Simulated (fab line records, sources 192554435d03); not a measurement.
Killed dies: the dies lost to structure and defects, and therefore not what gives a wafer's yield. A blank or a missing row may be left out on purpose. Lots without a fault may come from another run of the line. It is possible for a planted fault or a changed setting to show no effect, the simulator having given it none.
fab line records	flow n5-finfet
[record] lots = 10	wafers = 30	last-day = 17
route steps=1938 shown BEOL_M15@1790 MIM_TOP@1835
lots that met no fault: from a run of the same line without faults
start-h: the number of hours between the record's first day and the start of the first shown wafer of the lot	wait-h: hours elapsed since this lot's preceding step	" identical to the entry in the row above	L1.1+2: one row covering several wafers at once	- either no value or no given start	* or withheld: withheld	< > ~ a bound
route shown NAME@n: names a module that has steps shown in the file, with the first one's number in the route	usual: mean/standard deviation of fault-free wafers	same: alike in all rows	chamber/n: place in a boat	sites: per-site readings	_std_site: the standard deviation of these	_edge_site: mean of outer sites minus mean of inner sites	radius-mm: for every site, how far away it sits from the centre of the wafer	mask NAME#n: copy n	behind: the tool/chamber that last shaped the wafer	hold: what put the lot on hold/how long, in hours/how the hold closed	device: the transistor (n, p or np) that didn't switch	end of line: at the end of the route, the tests of the same wafers	for a step that has no rows: nothing shown but its recipe	killed: not the wafer's yield, but the dies lost to structure and defects at the first sort	map: a wafer's dies, marking killed ones x, the rest . and places with no die _
set.NAME: the setting the step ran with; set.NAME@STEP: the setting that earlier step ran with	model.NAME: the simulator's own value behind a step, which no gauge read
steps of the route over a sample of lots; a table a step, a row a wafer
services: from which hour (start-h, from the record's first day; less than 0 if before it) a tool's chamber was out of use, for how many hours, and why
[[steps]]
[step N5_BEOL_M15_STRIP_64]
[recipe] chemistry = O2	power-w = 600	temp-c = 60	pressure-mtorr = 30	rf-frequency-hz = 6e+07	bias-power-w = 0	overash-fraction = 0.3	o2-flow-sccm = 225
[usual] drypump-motor-current-A = 5.6/0.43	oes-product-au = 0.82/0.1	rf-vpp-V = 3.6/0.48	showerhead-plenum-p-Torr = 2.12/0.076	throttle-valve-pct = 16.65/0.27
lot.wafer	tool	chamber	start-h	wait-h	drypump-motor-current-A	oes-product-au	rf-hours-counter-h	rf-vpp-V	showerhead-plenum-p-Torr	throttle-valve-pct
L870.1	rie-diel-05	1	-	-	5.6	0.68	238	3.7	2.05	16.72
L870.3	"	3	"	"	5.3	0.96	5	3.8	2.08	16.74
L870.5	"	1	"	"	5.5	0.68	-	4.1	2.05	16.71
L871.1	rie-diel-02	2	-	-	5.7	0.94	10	4.0	2.09	16.80
L871.2	"	1	"	"	5.9	0.70	210	3.4	2.16	16.92
L871.6	"	2	"	"	5.7	0.95	-	3.3	2.09	16.79
L872.2	rie-diel-04	3	-	-	5.0	0.84	60	3.5	2.09	16.04
L872.3	"	0	"	"	5.3	0.86	37	3.1	2.25	16.36
L872.4	"	1	"	"	6.2	0.99	4	3.5	2.26	16.65
L874.3	rie-diel-02	2	-	-	5.7	0.92	17	3.2	2.09	16.79
L874.4	"	3	"	"	5.4	0.83	71	3.9	2.22	16.55
L874.6	"	1	"	"	5.9	0.70	-	3.8	2.15	16.95
L877.2	rie-diel-04	3	-	-	5.0	0.83	70	4.2	2.09	16.07
L877.5	"	1	"	"	6.2	0.96	-	3.1	2.26	16.66
L877.6	"	2	"	"	4.9	0.77	-	3.5	2.13	16.80
L880.1	rie-diel-04	2	-	-	4.9	0.77	132	3.5	2.13	16.82
L880.2	"	0	"	"	5.3	0.84	51	3.6	2.25	16.36
L880.6	"	0	"	"	5.3	0.84	-	4.5	2.25	16.36
L881.4	rie-diel-02	2	-	-	5.7	0.89	28	4.2	2.08	16.83
L881.5	"	0	"	"	6.0	0.70	-	3.4	2.07	16.91
L881.6	"	3	"	"	5.4	0.83	-	4.0	2.22	16.57
L884.3	rie-diel-05	1	-	-	5.5	0.97	6	3.8	2.04	16.34
L884.4	"	3	"	"	5.3	0.89	29	4.1	2.07	16.81
L884.6	"	1	"	"	5.5	0.97	-	3.5	2.04	16.34
L889.2	rie-diel-05	2	-	-	5.8	0.81	78	3.9	2.01	16.33
L889.5	"	2	"	"	5.8	0.81	-	3.2	2.01	16.35
L889.6	"	3	"	"	5.3	0.89	-	4.4	2.07	16.79
L888.1	rie-diel-05	3	-	-	5.3	0.88	37	3.9	2.07	16.81
L888.4	"	2	"	"	5.8	0.81	-	3.3	2.01	16.35
L888.5	"	3	"	"	5.3	0.86	-	3.5	2.07	16.80
[step N5_BEOL_M15_SPUTTER_44]
[recipe] material = Ta	target-thk-a = 150	temp-c = 50	bias-v = 80	power-w = 15000	chamber-pressure-pa = 0.07	time-s = 24.19
[usual] throttle-valve-pct = 30.3/0.85
lot.wafer	tool	chamber	start-h	wait-h	throttle-valve-pct
L870.1	pvd-sputter-03	-	272.39	0.0	30.6
L870.3	"	-	"	"	31.7
L870.5	"	-	"	"	30.7
L871.1	pvd-sputter-03	-	283.25	0.0	31.4
L871.2	"	-	"	"	31.1
L871.6	"	-	"	"	30.8
L872.2	pvd-sputter-02	-	287.81	0.0	30.7
L872.3	"	-	"	"	29.9
L872.4	"	-	"	"	29.6
L874.3	pvd-sputter-01	-	303.08	0.0	28.5
L874.4	"	-	"	"	30.3
L874.6	"	-	"	"	30.6
L877.2	pvd-sputter-02	-	316.94	0.0	30.9
L877.5	"	-	"	"	29.7
L877.6	"	-	"	"	29.8
L880.1	pvd-sputter-01	-	327.34	0.0	30.3
L880.2	"	-	"	"	29.7
L880.6	"	-	"	"	30.5
L881.4	pvd-sputter-03	-	347.44	0.0	30.8
L881.5	"	-	"	"	31.2
L881.6	"	-	"	"	32.0
L884.3	pvd-sputter-02	-	353.55	0.0	29.7
L884.4	"	-	"	"	29.7
L884.6	"	-	"	"	29.7
L889.2	pvd-sputter-03	-	372.94	0.0	32.3
L889.5	"	-	"	"	30.9
L889.6	"	-	"	"	30.8
L888.1	pvd-sputter-03	-	380.59	0.0	32.0
L888.4	"	-	"	"	30.8
L888.5	"	-	"	"	31.2
[step N5_BEOL_M15_SPUTTER_45]
[recipe] material = Cu	target-thk-a = 1000	temp-c = -20	bias-v = 60	power-w = 26000	chamber-pressure-pa = 0.13	time-s = 16.67
[usual] throttle-valve-pct = 30.3/0.87
lot.wafer	tool	chamber	start-h	wait-h	throttle-valve-pct
L870.1	pvd-sputter-03	-	272.47	0.0	30.7
L870.3	"	-	"	"	32.1
L870.5	"	-	"	"	30.4
L871.1	pvd-sputter-03	-	283.33	0.0	31.1
L871.2	"	-	"	"	31.0
L871.6	"	-	"	"	30.9
L872.2	pvd-sputter-02	-	287.89	0.0	30.7
L872.3	"	-	"	"	29.7
L872.4	"	-	"	"	29.7
L874.3	pvd-sputter-01	-	303.16	0.0	28.7
L874.4	"	-	"	"	30.4
L874.6	"	-	"	"	30.6
L877.2	pvd-sputter-02	-	317.02	0.0	31.0
L877.5	"	-	"	"	29.7
L877.6	"	-	"	"	29.7
L880.1	pvd-sputter-01	-	327.42	0.0	30.1
L880.2	"	-	"	"	29.7
L880.6	"	-	"	"	30.2
L881.4	pvd-sputter-03	-	347.52	0.0	30.9
L881.5	"	-	"	"	31.2
L881.6	"	-	"	"	32.0
L884.3	pvd-sputter-02	-	353.63	0.0	29.5
L884.4	"	-	"	"	29.8
L884.6	"	-	"	"	29.7
L889.2	pvd-sputter-03	-	373.02	0.0	32.3
L889.5	"	-	"	"	30.9
L889.6	"	-	"	"	30.9
L888.1	pvd-sputter-03	-	380.67	0.0	32.0
L888.4	"	-	"	"	30.8
L888.5	"	-	"	"	31.0
[step N5_BEOL_M15_CMP_49]
[recipe] stop-on = SiO2	t-overpolish-s = 4.9	down-force-psi = 2	platen-rpm = 80	clearing-platen-down-force-psi = 2	clearing-platen-rpm = 80	post-cmp-clean = cu-alkaline	target-thk-nm = 850	clearing-platen-pad-velocity-m-s = 1.5917	pad-velocity-m-s = 1.5917
[usual] barrier-field-endpoint-s = 11.34/0.25	motor-current-A = 8.1/0.58
lot.wafer	tool	chamber	start-h	wait-h	barrier-field-endpoint-s	motor-current-A
L870.3	cmp-01	2	273.13	0.2	11.94	8.3
L870.1	"	3	"	"	11.65	8.3
L870.5	"	2	"	"	11.42	8.4
L871.2	cmp-04	0	284.37	0.2	11.67	7.5
L871.1	"	1	"	"	11.32	7.8
L871.6	"	0	"	"	11.37	7.5
L872.3	cmp-01	1	288.55	0.2	11.62	8.3
L872.4	"	2	"	"	11.21	8.4
L872.2	"	0	"	"	11.33	7.8
L874.4	cmp-04	2	303.89	0.2	11.41	7.5
L874.3	"	3	"	"	10.92	8.7
L874.6	"	0	"	"	11.36	7.9
L877.2	cmp-03	1	317.75	0.3	11.34	9.2
L877.5	"	3	"	"	11.07	7.4
L877.6	"	0	"	"	11.63	7.2
L880.2	cmp-01	2	328.25	0.2	11.33	8.6
L880.1	"	3	"	"	11.35	8.3
L880.6	"	2	"	"	11.43	8.0
L881.4	cmp-01	2	348.14	0.1	11.29	8.4
L881.6	"	2	"	"	11.50	8.0
L881.5	"	3	"	"	11.11	7.9
L884.3	cmp-04	0	354.31	0.2	11.10	7.8
L884.4	"	1	"	"	11.06	8.7
L884.6	"	0	"	"	11.40	8.2
L889.2	cmp-04	0	373.82	0.2	11.60	8.2
L889.6	"	3	"	"	11.32	8.5
L889.5	"	0	"	"	13.77	8.2
L888.4	cmp-04	3	381.36	0.2	11.50	9.0
L888.1	"	1	"	"	13.70	8.0
L888.5	"	3	"	"	13.57	8.5
[step N5_MIM_TOP_ALD_01]
[recipe] material = HfO2	target-thk-a = 56	temp-c = withheld	ald-precursor-family = Hf-amide	ald-co-reactant = O3	pulse-time-s = 1	purge-time-s = 3	co-reactant-purge-time-s = 2	co-reactant-pulse-time-s = 3	ald-cycles = 62
[usual] precursor-pulse-height-rel = 0.997/0.02
[same] co-reactant-pulse-time-s = 3
lot.wafer	tool	chamber	start-h	wait-h	precursor-pulse-height-rel	since-wet-clean-h
L870.1	ald-hk-02	2	-	-	1.014	245
L870.3	"	0	"	"	0.981	245
L870.5	"	2	"	"	0.979	-
L871.1	ald-hk-02	0	-	-	0.969	257
L871.2	"	2	"	"	0.983	257
L871.6	"	0	"	"	1.019	-
L872.2	ald-hk-03	0	-	-	1.012	2067
L872.3	"	2	"	"	0.974	2067
L872.4	"	1	"	"	0.992	2067
L874.3	ald-hk-01	1	-	-	0.959	1186
L874.4	"	2	"	"	0.978	1186
L874.6	"	3	"	"	1.003	-
L877.2	ald-hk-03	2	-	-	0.993	2096
L877.5	"	3	"	"	0.998	-
L877.6	"	2	"	"	1.010	-
L880.1	ald-hk-03	1	-	-	0.997	2107
L880.2	"	3	"	"	0.993	2107
L880.6	"	0	"	"	1.003	-
L881.4	ald-hk-02	2	-	-	0.996	322
L881.5	"	3	"	"	1.001	-
L881.6	"	0	"	"	0.971	-
L884.3	ald-hk-03	1	-	-	0.956	2134
L884.4	"	0	"	"	1.018	2134
L884.6	"	1	"	"	0.961	-
L889.2	ald-hk-02	2	-	-	1.014	346
L889.5	"	3	"	"	0.974	-
L889.6	"	0	"	"	0.988	-
L888.1	ald-hk-03	1	-	-	1.007	2160
L888.4	"	0	"	"	1.017	2160
L888.5	"	3	"	"	0.991	-
[[services]]
tool	chamber	start-h	hours	kind
cmp-03	-	261.62	0.7	repair
rie-diel-02	2	266.68	5.1	repair
cmp-03	-	272.80	6.5	pm
cmp-04	-	276.78	0.6	repair
cmp-03	-	286.88	18.2	pm
cmp-01	-	294.23	3.9	repair
cmp-04	-	296.31	1.8	repair
cmp-01	-	298.98	4.0	pm
cmp-01	-	302.98	-	consumable-replace:conditioner
cmp-01	-	302.98	-	consumable-replace:pad
rie-diel-05	1	305.69	-	clean
rie-diel-05	1	305.69	-	consumable-replace:focus-ring
rie-diel-05	1	305.69	27.6	scheduled-down
rie-diel-05	1	305.69	27.6	vent-cycle
cmp-01	-	313.44	1.2	repair
rie-diel-05	-	319.34	2.8	pm
rie-diel-04	0	324.21	1.2	repair
rie-diel-02	-	330.92	3.4	repair
cmp-04	-	341.81	5.5	pm
pvd-sputter-01	-	354.49	2.5	repair
rie-diel-05	0	365.17	-	clean
cmp-01	-	367.52	13.8	pm
cmp-01	-	381.38	2.1	repair
cmp-04	-	383.28	0.5	repair
[[key]]
[first-sign] step = N5_BEOL_M15_CMP_49	reading = barrier-field-endpoint-s	direction = up	sigmas = 9.3	usual = 11.34	struck = 13.68
effect none on later readings
met-at N5_BEOL_M15_SPUTTER_44
struck-lots L888,L889
struck-wafers L888.1,L888.5,L889.5
not-acting-at N5_BEOL_M15_STRIP_64,N5_BEOL_M15_SPUTTER_45,N5_MIM_TOP_ALD_01
onset-between 347.44 372.94
[fault] kind = process-parameter-drift	tool = pvd-sputter-03	chamber = -	onset-h = 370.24	steps = N5_BEOL_M15_SPUTTER_44	channel = time-s	offset = *	shape = step	end-h = 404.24	scope = struck-wafers-only	acts-in = *	stated = *
